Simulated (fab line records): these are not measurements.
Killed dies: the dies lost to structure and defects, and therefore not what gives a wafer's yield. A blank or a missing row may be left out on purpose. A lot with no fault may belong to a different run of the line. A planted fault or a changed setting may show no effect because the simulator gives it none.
Split-lot study ; flow n5_finfet ; 7 lots, 21 wafers read, on a route of 1938 steps

THE SPLIT ITSELF
At N5_BEOL_M9_HM_DEP_02 (deposits TiN, target thk 20 nm), the setting target_thk_a was moved away from the recipe's 200 angstrom on 3 of the 21 wafers read, by -13.3% to +12.6%. This setting was run at the recipe's value on the other wafers.

The split's own step is where the reading is taken.

THE READING
TiN_of_BEOL_M9_HM_DEP_02.thk_nm (the simulator's own value, which no gauge read), in nm, at N5_BEOL_M9_HM_DEP_02 (deposits TiN, target thk 20 nm). The file does not state a usual value for it. Here, 18 wafers ran the recipe; their average is 20.0 nm with a standard deviation of 0.26 nm.

wafer;tool, chamber at the split;target_thk_a as run, angstrom;against the recipe;TiN_of_BEOL_M9_HM_DEP_02.thk_nm, nm;against lot-mates on the recipe
L077.3;pvd_sputter-02, -;225.2;+12.6%;22.8;+2.8
L077.6;pvd_sputter-02, -;225.2;+12.6%;22.8;+2.8
L077.5;pvd_sputter-02, -;200;recipe;20;-
L078.1;pvd_sputter-02, -;200;recipe;20.4;-
L078.2;pvd_sputter-02, -;200;recipe;20.2;-
L078.4;pvd_sputter-02, -;200;recipe;20.2;-
L079.1;pvd_sputter-02, -;200;recipe;20;-
L079.6;pvd_sputter-02, -;200;recipe;20;-
L079.2;pvd_sputter-02, -;200;recipe;20.4;-
L082.4;pvd_sputter-03, -;200;recipe;19.8;-
L082.5;pvd_sputter-03, -;200;recipe;19.8;-
L082.6;pvd_sputter-03, -;200;recipe;19.6;-
L085.2;pvd_sputter-03, -;200;recipe;19.8;-
L085.6;pvd_sputter-03, -;200;recipe;19.8;-
L085.3;pvd_sputter-03, -;200;recipe;20;-
L088.3;pvd_sputter-02, -;200;recipe;20.2;-
L088.4;pvd_sputter-02, -;200;recipe;20.2;-
L088.5;pvd_sputter-02, -;173.3;-13.3%;17.8;-2.4
L090.4;pvd_sputter-01, -;200;recipe;19.8;-
L090.5;pvd_sputter-01, -;200;recipe;20;-
L090.6;pvd_sputter-01, -;200;recipe;19.4;-

FIT RESULTS
A straight line over all 21 wafers: TiN_of_BEOL_M9_HM_DEP_02.thk_nm changes by +0.201 nm for each +1% of target_thk_a; r = +0.96; the points scatter about the line by 0.29 nm.
The same after taking each lot's own level away (the mean of its wafers on the recipe; 21 wafers): +0.206 nm for each +1%; r = +0.99; scatter 0.17 nm.
The reading moves by 2.8 nm for the largest change in target_thk_a, on that fit.
The span of the lots' own levels, 19.73 to 20.27 nm, comes to 2.1 times the standard deviation stated above.
The two slopes agree, so the slope changes little with the lot-to-lot level.
Check: for one of the wafers moved furthest among these (-13.3%), held out of the fit, the line's prediction against its lot-mates is -2.97 nm. It came out at -2.4 nm against them.

OTHER SPLITS APPLIED TO THESE WAFERS
These wafers also went through other splits before the reading. Each is held against what the fit with the lots' levels taken away leaves over:
other split on the same wafers;wafers away from the commonest value;r with TiN_of_BEOL_M9_HM_DEP_02.thk_nm (lot level and that fit taken away)
N5_BEOL_M3_COAT_68 spin_rpm;5;-0.12
N5_BEOL_M5_ILD_DEP_00 time_s;7;-0.03
N5_BEOL_M5_HM_DEP_02 target_thk_a;6;-0.01
N5_BEOL_M6_ETCH_62 time_s;6;+0.02
N5_BEOL_M7_DESCUM_33 time_s;9;-0.20

FILE'S OWN FIT
TiN_of_BEOL_M9_HM_DEP_02.thk_nm changes by +0.2 nm for each +1% of target_thk_a, r = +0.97.
